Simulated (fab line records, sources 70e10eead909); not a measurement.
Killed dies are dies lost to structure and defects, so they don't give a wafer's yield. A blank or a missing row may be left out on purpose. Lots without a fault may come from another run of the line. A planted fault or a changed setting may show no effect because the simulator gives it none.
Which tool did it? | flow nand_harc | 14 lots, 42 wafers sampled, at 4 steps of a route of 1159

WHAT THE GAUGES READ, wafer by wafer
The record holds no reading of a measuring or inspecting step that can be judged against a usual standard deviation.

WHICH TOOL RAN EACH LOT (tool, then ch and the chambers of the sampled wafers, then the start)
lot  | NHARC_P_STI_DESCUM_14             | NHARC_P_GATE_DEP_103           | NHARC_P_GATE_ETCH_114             | NHARC_P_GATE_STRIP_75
L744 | rie_diel-10 ch 0,1,2, day 2 22:38 | pecvd-03 ch 1,2, day 4 21:50   | rie_diel-07 ch 0,1,3, day 4 22:00 | plasma_asher-02 ch 0,1, day 5 11:15
L745 | rie_diel-05 ch 0,2,3, day 2 22:47 | pecvd-02 ch 0,1,2, day 4 23:10 | rie_diel-07 ch 0,1,2, day 5 00:00 | plasma_asher-02 ch 0,1, day 5 18:49
L747 | rie_diel-03 ch 0,1,2, day 3 08:07 | pecvd-04 ch 0,1, day 5 12:53   | rie_diel-07 ch 1,2, day 5 14:00   | plasma_asher-02 ch 0,1, day 6 02:10
L746 | rie_diel-05 ch 1,2,3, day 3 08:17 | pecvd-03 ch 1,2, day 5 13:12   | rie_diel-08 ch 0,3, day 5 14:00   | plasma_asher-01 ch 0,1, day 6 02:54
L748 | rie_diel-10 ch 0,3, day 3 18:25   | pecvd-04 ch 0,2, day 5 19:39   | rie_diel-01 ch 1,2, day 5 20:00   | plasma_asher-01 ch 0,1, day 6 09:10
L749 | rie_diel-03 ch 0,3, day 3 22:54   | pecvd-02 ch 0,1, day 6 05:14   | rie_diel-01 ch 1,2,3, day 6 06:00 | plasma_asher-02 ch 0,1, day 6 18:38
L751 | rie_diel-03 ch 0,2,3, day 4 15:43 | pecvd-02 ch 1,2, day 6 20:48   | rie_diel-08 ch 0,2, day 6 22:00   | plasma_asher-01 ch 0,1, day 7 10:40
L752 | rie_diel-10 ch 1,3, day 4 15:52   | pecvd-02 ch 1,2, day 6 20:30   | rie_diel-08 ch 1,2, day 6 21:00   | plasma_asher-02 ch 0,1, day 7 10:12
L753 | rie_diel-03 ch 1,2, day 5 01:50   | pecvd-04 ch 0,1,2, day 7 15:06 | rie_diel-07 ch 2,3, day 7 16:00   | plasma_asher-02 ch 0,1, day 8 04:36
L755 | rie_diel-10 ch 0,1,3, day 5 16:25 | pecvd-03 ch 0,1,2, day 7 20:04 | rie_diel-08 ch 0,1, day 7 21:00   | plasma_asher-02 ch 0,1, day 8 09:35
L756 | rie_diel-05 ch 1,2,3, day 5 16:35 | pecvd-04 ch 0,1,2, day 7 20:43 | rie_diel-07 ch 0,1,3, day 7 21:00 | plasma_asher-01 ch 0,1, day 8 11:07
L757 | rie_diel-03 ch 1,3, day 6 08:59   | pecvd-03 ch 0,1, day 8 14:44   | rie_diel-07 ch 0,2, day 8 16:00   | plasma_asher-02 ch 0,1, day 9 04:34
L763 | rie_diel-10 ch 0,2,3, day 7 14:06 | pecvd-02 ch 1,2, day 9 18:58   | rie_diel-08 ch 0,1, day 9 20:00   | plasma_asher-01 ch 0, day 10 08:16
L764 | rie_diel-05 ch 1,2, day 7 17:20   | pecvd-03 ch 0,2, day 9 18:19   | rie_diel-01 ch 1,2, day 9 19:00   | plasma_asher-02 ch 0, day 10 07:48
- NHARC_P_STI_DESCUM_14: chemistry O2, time 3 s.
- NHARC_P_GATE_DEP_103: deposits SiON, target thk 30 nm.
- NHARC_P_GATE_ETCH_114: etches the open film in CF4/O2, target depth 30 nm, overetch 3 nm, time 16.5 s.
- NHARC_P_GATE_STRIP_75: strips in O2.

WHAT THE TOOLS THEMSELVES READ (means of the sampled wafers that have a number; where no wafer has one, the mark that the record gives instead)
NHARC_P_STI_DESCUM_14.
lot  | tool        | drypump_motor_current_A (A) | oes_product_au (a.u.) | rf_vpp_V (V) | showerhead_plenum_p_Torr (Torr) | throttle_valve_pct (%)
L744 | rie_diel-10 | 5.6                         | 1.002                 | 57.3         | 1.94                            | 11.310
L745 | rie_diel-05 | 5.8                         | 0.993                 | 57.8         | 1.91                            | 11.309
L747 | rie_diel-03 | 5.8                         | 0.981                 | 58.9         | 1.91                            | 11.310
L746 | rie_diel-05 | 6.1                         | 0.990                 | 58.2         | 1.88                            | 11.317
L748 | rie_diel-10 | 5.6                         | 1.005                 | 58.0         | 1.95                            | 11.302
L749 | rie_diel-03 | 5.2                         | 0.988                 | 56.8         | 2.01                            | 11.309
L751 | rie_diel-03 | 5.5                         | 0.997                 | 57.2         | 1.97                            | 11.315
L752 | rie_diel-10 | 5.6                         | 1.009                 | 57.8         | 1.96                            | 11.305
L753 | rie_diel-03 | 5.8                         | 1.000                 | 57.3         | 1.92                            | 11.309
L755 | rie_diel-10 | 5.7                         | 1.005                 | 58.1         | 1.94                            | 11.311
L756 | rie_diel-05 | 6.1                         | 0.995                 | 57.8         | 1.88                            | 11.302
L757 | rie_diel-03 | 5.5                         | 0.994                 | 57.7         | 1.95                            | 11.303
L763 | rie_diel-10 | 5.6                         | 1.006                 | 57.7         | 1.95                            | 11.308
L764 | rie_diel-05 | 5.8                         | 0.990                 | 57.6         | 1.84                            | 11.311

NHARC_P_GATE_DEP_103.
lot  | tool     | heater_power_w (W)
L744 | pecvd-03 | 735
L745 | pecvd-02 | 743
L747 | pecvd-04 | 772
L746 | pecvd-03 | 706
L748 | pecvd-04 | 718
L749 | pecvd-02 | 751
L751 | pecvd-02 | 712
L752 | pecvd-02 | 846
L753 | pecvd-04 | 815
L755 | pecvd-03 | 794
L756 | pecvd-04 | 820
L757 | pecvd-03 | 903
L763 | pecvd-02 | 776
L764 | pecvd-03 | 817

NHARC_P_GATE_ETCH_114.
lot  | tool        | drypump_motor_current_A (A) | oes_product_au (a.u.) | rf_vpp_V (V) | run_length_s (s) | showerhead_plenum_p_Torr (Torr) | throttle_valve_pct (%)
L744 | rie_diel-07 | 6.0                         | 0.982                 | 198.3        | 37.8             | 1.37                            | 13.404
L745 | rie_diel-07 | 5.5                         | 0.999                 | 197.4        | 37.7             | 1.33                            | 13.396
L747 | rie_diel-07 | 5.4                         | 0.988                 | 199.2        | 37.4             | 1.38                            | 13.383
L746 | rie_diel-08 | 5.7                         | 0.990                 | 198.2        | 37.7             | 1.38                            | 13.398
L748 | rie_diel-01 | 5.5                         | 0.999                 | 197.6        | 37.7             | 1.34                            | 13.401
L749 | rie_diel-01 | 5.4                         | 1.003                 | 198.8        | 37.8             | 1.35                            | 13.399
L751 | rie_diel-08 | 5.5                         | 1.005                 | 197.2        | 38.0             | 1.34                            | 13.390
L752 | rie_diel-08 | 5.5                         | 0.999                 | 196.3        | 38.0             | 1.27                            | 13.398
L753 | rie_diel-07 | 6.3                         | 0.994                 | 199.1        | 38.1             | 1.37                            | 13.401
L755 | rie_diel-08 | 5.4                         | 0.993                 | 197.7        | 37.5             | 1.35                            | 13.396
L756 | rie_diel-07 | 6.0                         | 0.992                 | 198.1        | 35.5             | 1.37                            | 13.399
L757 | rie_diel-07 | 5.6                         | 0.995                 | 196.1        | 35.4             | 1.28                            | 13.394
L763 | rie_diel-08 | 5.3                         | 1.003                 | 197.9        | 37.5             | 1.33                            | 13.395
L764 | rie_diel-01 | 5.6                         | 1.001                 | 198.2        | 37.6             | 1.34                            | 13.403

NHARC_P_GATE_STRIP_75.
lot  | tool            | drypump_motor_current_A (A) | heater_power_w (W)
L744 | plasma_asher-02 | 5.8                         | 394
L745 | plasma_asher-02 | 5.5                         | 403
L747 | plasma_asher-02 | 5.8                         | 393
L746 | plasma_asher-01 | 5.2                         | 342
L748 | plasma_asher-01 | 5.2                         | 351
L749 | plasma_asher-02 | 5.8                         | 392
L751 | plasma_asher-01 | 5.2                         | 353
L752 | plasma_asher-02 | 5.8                         | 391
L753 | plasma_asher-02 | 5.5                         | 400
L755 | plasma_asher-02 | 5.8                         | 396
L756 | plasma_asher-01 | 5.2                         | 366
L757 | plasma_asher-02 | 5.8                         | 385
L763 | plasma_asher-01 | 5.3                         | 384
L764 | plasma_asher-02 | 6.1                         | 366

THE ANSWER, worked out from the rows above alone
Rule: what is usual is taken from the lots themselves. Put in order of their means at a reading, lots are off if they are a third of the lots or fewer, leave a main group of 4 or more, and stand apart from it by a gap of 3 or more times the standard deviation of the main group's means; of several such gaps the widest counts. A main group whose means are all the same, to the digits that the tables above print for the reading, isn't used. A lot without any number at a reading at which 4 lots or more have one is off too. The other lots that the step has rows for count as sound. The gauges are gone through in route order, then the tools' own readings, and for those a lot's mean is taken as printed above. The first step at which some lot is off is used, and at that step the reading that is off furthest; a lot without a number counts as furthest.
Off: L756, L757, at NHARC_P_GATE_ETCH_114 (run_length_s). The main group: mean 37.7 s, standard deviation 0.21.
A tool fits if, at that step or a process step before it, it ran every lot that is off, and no sound lot after the first of them. One fits: rie_diel-07 at NHARC_P_GATE_ETCH_114. Its last sound lot is L753 (day 7 16:00), its first lot that is off L756 (day 7 21:00): a fault that began between those two fits.
The tool's own readings at NHARC_P_GATE_ETCH_114 bear it out: on the lots that are off they differ by more than 5 times the standard deviation of the sound lots' means. run_length_s reads 35.5 s there against 37.7 s on the sound lots.

WHAT THE SIMULATOR HAD PUT IN
Process parameter drift: rie_diel-07, from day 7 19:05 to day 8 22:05, at NHARC_P_GATE_ETCH_114. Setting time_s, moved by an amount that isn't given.
Lots struck among those shown: L756, L757. The rule above found the same.
